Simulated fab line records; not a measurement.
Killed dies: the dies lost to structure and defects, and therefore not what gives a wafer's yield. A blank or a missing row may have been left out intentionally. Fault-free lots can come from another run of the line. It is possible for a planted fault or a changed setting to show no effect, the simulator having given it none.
Which tool did it? | flow nand-harc | 13 lots with 39 wafers sampled at 6 steps, on a route of 1302 steps

== WHAT THE GAUGES READ, wafer by wafer ==
NHARC_A_M1_OVL_MEAS_10: pitch 240 nm.
lot  | measured     | on         | overlay-x-nm (nm) | overlay-y-nm (nm)
L440 | day 23 07:28 | overlay-01 | 0.8 1.5 1.0       | -0.3 -0.8 -0.3
L441 | day 23 07:56 | overlay-01 | -0.3 -0.3 -0.5    | -0.9 -0.3 -0.4
L442 | day 24 14:16 | overlay-02 | 0.6 -0.1 0.1      | -0.2 0.2 0.4
L445 | day 25 10:37 | overlay-02 | 0.5 0.5 0.6       | -0.1 -0.5 0.0
L446 | day 25 12:51 | overlay-02 | 0.8 0.9 1.0       | -0.3 -0.6 -0.1
L447 | day 26 12:34 | overlay-02 | -0.4 -0.5 -0.2    | -0.2 -0.1 -0.1
L448 | day 26 16:37 | overlay-01 | 1.5 0.7 0.3       | 0.7 0.6 1.2
L452 | day 28 12:25 | overlay-01 | 28.8 27.8 27.8    | 1.7 1.9 1.2
L453 | day 30 08:23 | overlay-02 | 29.2 28.8 29.6    | -0.3 -0.2 0.1
L458 | day 30 13:48 | overlay-01 | -1.9 -2.5 -2.1    | -0.5 0.0 -0.3
L457 | day 30 15:54 | overlay-01 | 28.2 28.1 28.1    | -0.5 -0.5 -0.4
L459 | day 31 10:43 | overlay-01 | 0.6 -0.1 0.1      | -0.2 -0.4 -0.2
L462 | day 32 10:11 | overlay-02 | -0.2 -0.9 -0.6    | -1.2 -0.8 -0.8

NHARC_END_SORT_01.
lot  | measured     | on        | defect-limited-yield (%) | killed-at-array | killed-at-other | killed-at-periphery | killed-dies | killed-open | killed-short | sort_bin_2_pct (%) | sort_bin_3_pct (%) | sort_bin_4_pct (%) | sort-n-pass | sort-rim-yield-pct (%) | sort-yield-pct (%)
L452 | day 30 00:29 | prober-01 | 91 92 92                 | 55 53 54        | 1 0 0           | 8 3 3               | 64 56 57    | 4 2 3       | 4 1 2        | 3.8 3.7 3.0        | 0.3 0.6 0.9        | 5.3 4.0 4.6        | 613 621 620 | 96.2 97.2 96.2         | 91 92 92

== TOOL THAT RAN EACH LOT (tool first, then ch and the chambers of the sampled wafers, then the start) ==
lot  | NHARC_A_M0_PVD_20                       | NHARC_A_M1_EXPOSE_06               | NHARC_A_M1_DEGAS_29          | NHARC_A_M1_PRE_CLEAN_30
L440 | pvd-sputter-02, day 23 07:14 or earlier | arfi-scanner-01 ch 0, day 23 07:14 | pvd-sputter-03, day 23 08:37 | pvd-sputter-03, no start
L441 | pvd-sputter-01, day 23 07:43 or earlier | arfi-scanner-02 ch 0, day 23 07:43 | pvd-sputter-01, day 23 09:04 | pvd-sputter-01, no start
L442 | pvd-sputter-02, day 24 14:02 or earlier | arfi-scanner-02 ch 0, day 24 14:02 | pvd-sputter-03, day 24 15:23 | pvd-sputter-03, no start
L445 | pvd-sputter-03, day 25 10:23 or earlier | arfi-scanner-01 ch 0, day 25 10:23 | pvd-sputter-03, day 25 11:44 | pvd-sputter-03, no start
L446 | pvd-sputter-03, day 25 12:37 or earlier | arfi-scanner-03 ch 0, day 25 12:37 | pvd-sputter-01, day 25 14:00 | pvd-sputter-01, no start
L447 | pvd-sputter-01, day 26 12:20 or earlier | arfi-scanner-02 ch 0, day 26 12:20 | pvd-sputter-03, day 26 13:43 | pvd-sputter-03, no start
L448 | pvd-sputter-03, day 26 16:23 or earlier | arfi-scanner-03 ch 0, day 26 16:23 | pvd-sputter-02, day 26 17:45 | pvd-sputter-02, no start
L452 | pvd-sputter-01, day 28 12:11 or earlier | arfi-scanner-03 ch 0, day 28 12:11 | pvd-sputter-01, day 28 13:33 | pvd-sputter-01, day 30 00:29 or earlier
L453 | pvd-sputter-03, day 30 08:09 or earlier | arfi-scanner-03 ch 0, day 30 08:09 | pvd-sputter-02, day 30 09:29 | pvd-sputter-02, no start
L458 | pvd-sputter-01, day 30 13:34 or earlier | arfi-scanner-02 ch 0, day 30 13:34 | pvd-sputter-02, day 30 14:58 | pvd-sputter-02, no start
L457 | pvd-sputter-02, day 30 15:40 or earlier | arfi-scanner-03 ch 0, day 30 15:40 | pvd-sputter-02, day 30 17:04 | pvd-sputter-02, no start
L459 | pvd-sputter-03, day 31 10:29 or earlier | arfi-scanner-02 ch 0, day 31 10:29 | pvd-sputter-01, day 31 11:50 | pvd-sputter-01, no start
L462 | pvd-sputter-02, day 32 09:58 or earlier | arfi-scanner-01 ch 0, day 32 09:58 | pvd-sputter-03, day 32 11:43 | pvd-sputter-03, no start
- NHARC_A_M0_PVD_20: deposits TaN, target thk 5 nm, time 8.06 s.
- NHARC_A_M1_EXPOSE_06: exposes mask A M1, target cd 120 nm.
- NHARC_A_M1_DEGAS_29: time 60 s.
- NHARC_A_M1_PRE_CLEAN_30: time 30 s.

== AS READ BY THE TOOLS THEMSELVES (means over the sampled wafers that have a number; for cases with no such wafer, the mark the record gives instead) ==
NHARC_A_M0_PVD_20.
lot  | tool           | throttle-valve-pct (%)
L440 | pvd-sputter-02 | 29.7
L441 | pvd-sputter-01 | 30.0
L442 | pvd-sputter-02 | 29.7
L445 | pvd-sputter-03 | 30.0
L446 | pvd-sputter-03 | 30.6
L447 | pvd-sputter-01 | 30.7
L448 | pvd-sputter-03 | 30.8
L452 | pvd-sputter-01 | 29.7
L453 | pvd-sputter-03 | 30.6
L458 | pvd-sputter-01 | 29.4
L457 | pvd-sputter-02 | 30.2
L459 | pvd-sputter-03 | 30.0
L462 | pvd-sputter-02 | 30.7

NHARC_A_M1_DEGAS_29.
lot  | tool           | heater-power-w (W)
L440 | pvd-sputter-03 | 326
L441 | pvd-sputter-01 | 358
L442 | pvd-sputter-03 | 327
L445 | pvd-sputter-03 | 340
L446 | pvd-sputter-01 | 317
L447 | pvd-sputter-03 | 325
L448 | pvd-sputter-02 | 348
L452 | pvd-sputter-01 | 327
L453 | pvd-sputter-02 | 312
L458 | pvd-sputter-02 | 334
L457 | pvd-sputter-02 | 341
L459 | pvd-sputter-01 | 305
L462 | pvd-sputter-03 | 335

NHARC_A_M1_PRE_CLEAN_30.
lot  | tool           | heater-power-w (W)
L440 | pvd-sputter-03 | 403
L441 | pvd-sputter-01 | 390
L442 | pvd-sputter-03 | 435
L445 | pvd-sputter-03 | 408
L446 | pvd-sputter-01 | 412
L447 | pvd-sputter-03 | 402
L448 | pvd-sputter-02 | 424
L452 | pvd-sputter-01 | 404
L453 | pvd-sputter-02 | 433
L458 | pvd-sputter-02 | 412
L457 | pvd-sputter-02 | 420
L459 | pvd-sputter-01 | 389
L462 | pvd-sputter-03 | 422

== THE ANSWER, worked out from the rows above alone ==
Rule: what is usual is taken from the lots themselves. The widest of any qualifying gaps counts: lots, ordered by their means at a reading, are off when they make up no more than a third of the lots, leave a main group of 4 or more, and stand apart from it by 3 or more times the standard deviation of that group's means. A main group whose means are all the same, to the digits that the tables above print for the reading, isn't used. Also off: a lot with no number at a reading for which 4 or more lots have one. The other lots that the step has rows for count as sound. First the gauges in route order, then the tools' own readings, where a lot's mean is used as printed above. The first step at which some lot is off is used, and at that step the reading that is off furthest; a lot without a number counts as furthest.
Off: L452, L453, L457 (NHARC_A_M1_OVL_MEAS_10, overlay-x-nm). Main group: mean 0.0 nm, sd 0.91.
If a tool, at a process step before that reading, ran all the lots that are off and no sound lot after the first of them, it fits. Gauges at NHARC_A_M1_OVL_MEAS_10: tried the same way as those tools. With no start given for some of its lots, NHARC_A_M0_PVD_20 uses the hours and lot order of NHARC_A_M1_EXPOSE_06. One candidate fits, namely arfi-scanner-03 at NHARC_A_M1_EXPOSE_06. Its last sound lot is L448 (day 26 16:23), its first lot that is off L452 (day 28 12:11): a fault that began between those two fits.

== WHAT THE SIMULATOR PUT IN ==
Scanner matching overlay: arfi-scanner-03, from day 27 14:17 on, at NHARC_A_M1_EXPOSE_06. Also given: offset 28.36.
Struck lots among those shown: L452, L453, L457. The rule above reached the same finding.
